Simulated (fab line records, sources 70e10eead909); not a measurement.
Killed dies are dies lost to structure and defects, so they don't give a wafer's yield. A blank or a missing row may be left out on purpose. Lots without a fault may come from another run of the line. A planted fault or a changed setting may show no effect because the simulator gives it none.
Chamber matching | flow nand_harc | NHARC_A_WL_FILL_ALD_02 on ald_metal-02: 4 sister chambers
The step deposits TiN, target thk 2 nm, pulse time 3 s, ald cycles 100. 22 wafers are shown with their chamber, then 11 later ones without.

WAFERS WITH THEIR CHAMBER
wafer  | chamber | heater_power_w (W) | precursor_pulse_height_rel
L077.4 | 1       | 1169               | 1.005
L077.5 | 1       | 1125               | 1.024
L077.6 | 0       | 1154               | 0.973
L079.3 | 2       | 1106               | 1.015
L079.4 | 0       | 1156               | 0.997
L079.5 | 2       | 1133               | 0.991
L080.3 | 3       | 924                | 0.991
L080.4 | 0       | 1180               | 0.995
L080.6 | 2       | 1078               | 1.019
L087.2 | 0       | 1123               | 1.005
L087.5 | 1       | 1174               | 1.012
L087.6 | 0       | 1122               | 0.991
L087.1 | 3       | 901                | 0.984
L087.3 | 2       | 1043               | 1.015
L087.4 | 1       | 1148               | 0.988
L089.1 | 2       | 1044               | 0.982
L089.4 | 0       | 1149               | 1.004
L089.5 | 2       | 1033               | 1.015
L088.2 | 0       | 1124               | 1.015
L088.4 | 2       | 1035               | 1.022
L088.5 | 1       | 1129               | 0.995
L092.3 | 0       | 1115               | 0.986

SIGNATURES (means of the wafers above)
reading                    | chamber 0 | chamber 1 | chamber 2 | chamber 3 | scatter within a chamber
heater_power_w             | 1140.38   | 1149.00   | 1067.43   | 912.50    | 29
precursor_pulse_height_rel | 0.99575   | 1.00480   | 1.00843   | 0.98750   | 0.0138
Rule: a wafer's distance from a chamber is the root of the sum, over the readings, of the square of ((its reading less the chamber's mean) divided by the reading's scatter). The wafer belongs to the nearest chamber; if the next one is less than 2 further off, it can't be placed. The scatter: the root of (the sum of the squares of (reading less its chamber's mean) over the shown wafers, divided by (wafers less chambers)).

WAFERS WITHOUT THEIR CHAMBER
wafer  | heater_power_w (W) | precursor_pulse_height_rel
L092.4 | 1052               | 0.985
L092.6 | 916                | 1.001
L092.1 | 896                | 0.977
L092.2 | 1173               | 1.005
L092.5 | 1068               | 1.017
L095.3 | 1075               | 1.016
L095.4 | 1161               | 1.009
L095.6 | 1131               | 1.004
L096.3 | 1081               | 1.033
L096.4 | 1147               | 0.988
L096.5 | 915                | 0.971

WHICH CHAMBER EACH WENT THROUGH
wafer  | from the rows above          | in truth
L092.4 | can't be placed: 2 or 0 or 1 | 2
L092.6 | 3                            | 3
L092.1 | 3                            | 3
L092.2 | can't be placed: 1 or 0      | 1
L092.5 | 2                            | 2
L095.3 | 2                            | 2
L095.4 | can't be placed: 1 or 0      | 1
L095.6 | can't be placed: 1 or 0 or 2 | 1
L096.3 | can't be placed: 2 or 1 or 0 | 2
L096.4 | can't be placed: 0 or 1      | 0
L096.5 | 3                            | 3
Placed correctly: 5 of 11. Can't be placed from these rows: 6 (the true chamber is among the candidates in 6). Placed wrongly: 0.
